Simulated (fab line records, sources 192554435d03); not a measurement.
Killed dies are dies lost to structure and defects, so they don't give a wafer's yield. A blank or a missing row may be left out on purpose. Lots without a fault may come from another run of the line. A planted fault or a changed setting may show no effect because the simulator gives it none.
Split-lot experiment | flow n5_finfet | 7 lots, 21 wafers read, on a route of 1938 steps

THE SPLIT
At N5_BEOL_M2_PECVD_72 (deposits SiO2 from TEOS/O2, target thk 16 nm, time 18 s), the setting time_s was moved away from the recipe's 18 s on 7 of the 21 wafers read, by -11.1% to +7.7%. The other wafers ran this setting at the recipe's value.

The reading is taken at the split's own step.

THE READING
SiO2_of_BEOL_M2_PECVD_72.thk_nm (the simulator's own value, which no gauge read), in nm, at N5_BEOL_M2_PECVD_72 (deposits SiO2 from TEOS/O2, target thk 16 nm, time 18 s). The file gives no usual value for it. The 14 wafers here that ran the recipe average 16.3 nm, standard deviation 0.2 nm.

wafer  | tool, chamber at the split | time_s as run, s | against the recipe | SiO2_of_BEOL_M2_PECVD_72.thk_nm, nm | against lot-mates on the recipe
L074.1 | pecvd-01, 1                | 16.01            | -11.1%             | 14.2                                | -2.2
L074.2 | pecvd-01, 0                | 18               | recipe             | 16.4                                | -
L074.5 | pecvd-01, 2                | 16.01            | -11.1%             | 14.6                                | -1.8
L081.1 | pecvd-03, 2,1              | 18               | recipe             | 16.2                                | -
L081.6 | pecvd-03, 2,1              | 18               | recipe             | 16.2                                | -
L081.5 | pecvd-03, 2                | 18               | recipe             | 16.4                                | -
L089.3 | pecvd-03, 1                | 18               | recipe             | 15.8                                | -
L089.5 | pecvd-03, 0                | 18               | recipe             | 16.6                                | -
L089.6 | pecvd-03, 2                | 18               | recipe             | 16.2                                | -
L090.1 | pecvd-01, 2,0,2            | 18               | recipe             | 16.4                                | -
L090.2 | pecvd-01, 2,0,2            | 18               | recipe             | 16.4                                | -
L090.4 | pecvd-01, 2,0,2            | 18               | recipe             | 16.4                                | -
L091.2 | pecvd-04, 1                | 19.39            | +7.7%              | 16.8                                | no lot-mate on the recipe
L091.3 | pecvd-04, 0                | 19.39            | +7.7%              | 17                                  | no lot-mate on the recipe
L091.4 | pecvd-04, 0                | 19.39            | +7.7%              | 17.4                                | no lot-mate on the recipe
L093.1 | pecvd-03, 1,0              | 18               | recipe             | 16.2                                | -
L093.3 | pecvd-03, 1,0              | 18               | recipe             | 16.2                                | -
L093.4 | pecvd-03, 0                | 18               | recipe             | 16.4                                | -
L096.2 | pecvd-03, 2                | 16.97            | -5.7%              | 15.2                                | -1.4
L096.3 | pecvd-03, 1                | 16.97            | -5.7%              | 15.4                                | -1.2
L096.5 | pecvd-03, 0                | 18               | recipe             | 16.6                                | -
Where a row lists several chambers, the file gives one row for several wafers and doesn't say which wafer went through which chamber.

THE FIT
A straight line over all 21 wafers: SiO2_of_BEOL_M2_PECVD_72.thk_nm changes by +0.144 nm for each +1% of time_s; r = +0.94; the points scatter about the line by 0.26 nm.
The same after taking each lot's own level away (the mean of its wafers on the recipe; 18 wafers): +0.189 nm for each +1%; r = +0.97; scatter 0.19 nm.
On that fit, the largest move of time_s shifts the reading by 2.1 nm.
The lots' own levels span 16.20 to 16.60 nm, that is 2.0 times the standard deviation above.
So the lot-to-lot level changes the slope: the two fits differ.
Check: with one of the wafers moved furthest among these (-11.1%) left out of the fit, the line predicts -2.04 nm for it against its lot-mates. It came out at -2.2 nm against them.

OTHER SPLITS ON THESE WAFERS
These wafers also went through other splits before the reading. Each is held against what the fit with the lots' levels taken away leaves over:
other split on the same wafers         | wafers away from the commonest value | r with SiO2_of_BEOL_M2_PECVD_72.thk_nm (lot level and that fit taken away)
N5_GATE_CUT_COAT_27 spin_rpm           | 8                                    | -0.38
N5_MOL_CONTACT_COAG_COAT_103 spin_rpm  | 10                                   | -0.10
N5_MOL_CONTACT_COAG_ALD_133 ald_cycles | 6                                    | -0.08
N5_BEOL_M0_SAQP_MANDREL_ETCH_20 icp_w  | 8                                    | -0.25
N5_BEOL_M1_VIA_ETCH_34 bias_w          | 8                                    | +0.28
N5_BEOL_M1_TRENCH_ETCH_37 time_s       | 5                                    | +0.00
N5_BEOL_M2_ILD_DEP_00 time_s           | 6                                    | -0.10

THE FILE'S OWN FIT
SiO2_of_BEOL_M2_PECVD_72.thk_nm changes by +0.191 nm for each +1% of time_s, r = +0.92.
